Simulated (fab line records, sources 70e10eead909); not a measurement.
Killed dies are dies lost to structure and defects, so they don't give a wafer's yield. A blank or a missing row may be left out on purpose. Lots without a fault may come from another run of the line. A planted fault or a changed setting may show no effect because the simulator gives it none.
Chamber matching | flow nand_harc | NHARC_P_STI_CMP_21 on cmp-01: 4 sister chambers
The step polishes, t overpolish 20 s, target thk 380.67 nm. 16 wafers are shown with their chamber, then 8 later ones without.

WAFERS WITH THEIR CHAMBER
wafer  | chamber | motor_current_A (A) | slurry_flow_ml_min | overpolish_run_s (s)
L074.1 | 3       | 12.8                | 149.6              | 20.007
L074.2 | 0       | 12.6                | 149.5              | 19.999
L074.4 | 1       | 12.1                | 149.9              | 19.994
L074.3 | 2       | 10.5                | 150.1              | 19.994
L074.5 | 0       | 13.0                | 150.6              | 19.993
L074.6 | 3       | 13.3                | 149.4              | 19.998
L075.2 | 1       | 12.3                | 150.7              | 19.999
L075.5 | 1       | 10.6                | 150.7              | 20.008
L075.6 | 0       | 14.0                | 149.7              | 19.992
L085.2 | 0       | 13.1                | 150.1              | 20.009
L085.3 | 2       | 10.3                | 149.9              | 19.999
L085.4 | 1       | 11.3                | 150.7              | 20.003
L086.2 | 0       | 13.7                | 149.4              | 20.006
L086.4 | 3       | 12.6                | 150.2              | 20.017
L086.5 | 3       | 12.7                | 150.4              | 19.994
L089.1 | 2       | 11.0                | 149.1              | 19.990

SIGNATURES (means of the wafers above)
reading            | chamber 0 | chamber 1 | chamber 2 | chamber 3 | scatter within a chamber
motor_current_A    | 13.280    | 11.575    | 10.600    | 12.850    | 0.551
slurry_flow_ml_min | 149.860   | 150.500   | 149.700   | 149.900   | 0.474
overpolish_run_s   | 19.99980  | 20.00100  | 19.99433  | 20.00400  | 0.00759
Rule: a wafer's distance from a chamber is the root of the sum, over the readings, of the square of ((its reading less the chamber's mean) divided by the reading's scatter). The wafer belongs to the nearest chamber; if the next one is less than 2 further off, it can't be placed. The scatter: the root of (the sum of the squares of (reading less its chamber's mean) over the shown wafers, divided by (wafers less chambers)).

WAFERS WITHOUT THEIR CHAMBER
wafer  | motor_current_A (A) | slurry_flow_ml_min | overpolish_run_s (s)
L089.2 | 13.7                | 150.6              | 20.010
L089.5 | 11.5                | 150.0              | 20.015
L090.2 | 12.4                | 149.9              | 19.992
L090.5 | 13.2                | 150.4              | 19.989
L090.6 | 11.0                | 150.1              | 20.005
L096.2 | 13.7                | 150.3              | 19.988
L096.3 | 13.1                | 150.3              | 20.012
L096.6 | 11.0                | 150.4              | 20.013

WHICH CHAMBER EACH WENT THROUGH
wafer  | from the rows above               | in truth
L089.2 | can't be placed: 0 or 3 or 1      | 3
L089.5 | can't be placed: 1 or 3 or 2 or 0 | 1
L090.2 | can't be placed: 3 or 0 or 1 or 2 | 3
L090.5 | can't be placed: 0 or 3 or 1      | 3
L090.6 | can't be placed: 1 or 2 or 3      | 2
L096.2 | can't be placed: 0 or 3           | 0
L096.3 | can't be placed: 3 or 0 or 1      | 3
L096.6 | can't be placed: 1 or 2 or 3      | 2
Placed correctly: 0 of 8. Can't be placed from these rows: 8 (the true chamber is among the candidates in 8). Placed wrongly: 0.
